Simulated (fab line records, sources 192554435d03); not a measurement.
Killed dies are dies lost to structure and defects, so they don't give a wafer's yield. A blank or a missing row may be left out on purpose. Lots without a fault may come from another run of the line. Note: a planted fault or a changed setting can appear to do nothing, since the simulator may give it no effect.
One fault through the eyes of 2 desks ; flow n5-finfet ; each desk holds nothing but its own numbers, with what lay behind them at the end

## METROLOGY DESK
Lot by lot, what the gauges showed, no matter which tool ran the lot: averages of those sampled wafers that carry a number. The brackets show how far a lot's mean lies from the usual mean; more than 4 standard deviations puts the lot out of limits, marked OUT. Shown here are 7 of its 10 readings, the ones lying furthest out on some lot.
Columns: A = DIBL_N at N5_BEOL_M4_RC_MEAS_101, usual 35.8 mV/V; B = IOFF_P at N5_BEOL_M4_RC_MEAS_101, usual 0.21 nA/um; C = ION_N at N5_BEOL_M4_RC_MEAS_101, usual 672 uA/um; D = ION_P at N5_BEOL_M4_RC_MEAS_101, usual 462 uA/um; E = SS_N at N5_BEOL_M4_RC_MEAS_101, usual 71.5 mV/dec; F = VT_N at N5_BEOL_M4_RC_MEAS_101, usual 250 mV; G = VT_P at N5_BEOL_M4_RC_MEAS_101, usual -250 mV
lot;first seen here;A;B;C;D;E;F;G
L167;day 7 22:11;36.9;0.20;675;455;72.9;251;-250
L166;day 8 04:01;36.4;0.22;674;468;71.6;250;-248
L168;day 8 10:56;37.2;0.23;677;469;71.7;248;-247
L170;day 9 07:46;34.3;0.16;670;456;71.0;251;-254
L187;day 13 12:31;34.0;0.20;660;458;71.5;253;-251
L188;day 13 15:20;35.8;0.22;682;467;71.5;249;-248
L189;day 14 09:00;35.3;0.20;670;468;71.6;254;-252
Result from this desk: across the 7 lots, nothing is out of limits.

## DESK OF THE TOOL OWNER: rie-diel-02
The tool's own readings at N5_BEOL_M4_ETCHBACK_99 (etches SiO2 in CHF3, target depth 5 nm, time 10.4 s): means of the sampled wafers that have a number, for each lot that ran on this tool. The brackets show how far a lot's mean lies from the usual mean; more than 4 standard deviations puts the lot out of limits, marked OUT. Shown here are 7 of its 10 readings, the ones lying furthest out on some lot.
Columns: A = bias-w at N5_BEOL_M4_ETCHBACK_99, usual 46.99 W; B = oes_ar_750_au at N5_BEOL_M4_ETCHBACK_99, usual 0.81 a.u.; C = oes_f_703_au at N5_BEOL_M4_ETCHBACK_99, usual 0.81 a.u.; D = oes-product-au at N5_BEOL_M4_ETCHBACK_99, usual 0.82 a.u.; E = rf-vpp-V at N5_BEOL_M4_ETCHBACK_99, usual 244 V; F = showerhead-plenum-p-Torr at N5_BEOL_M4_ETCHBACK_99, usual 2.13 Torr; G = throttle-valve-pct at N5_BEOL_M4_ETCHBACK_99, usual 17.0 %
lot;first seen here;A;B;C;D;E;F;G
L167;day 7 17:37;47.02;0.76;0.77;0.75;239;2.06;17.3
L166;day 7 21:47;46.88;0.83;0.82;0.83;242;2.14;17.1
L168;day 8 05:49;46.88;0.89;0.88;0.89;244;2.22;16.9
L187;day 13 07:28;47.10;0.87;0.86;0.87;242;2.21;17.0
Result from this desk: across the 4 lots, nothing is out of limits.

## BROUGHT TOGETHER
At the metrology desk, nothing out of limits was observed.
The tool owner's desk saw nothing out of limits.

## WHAT THE SIMULATOR PUT IN
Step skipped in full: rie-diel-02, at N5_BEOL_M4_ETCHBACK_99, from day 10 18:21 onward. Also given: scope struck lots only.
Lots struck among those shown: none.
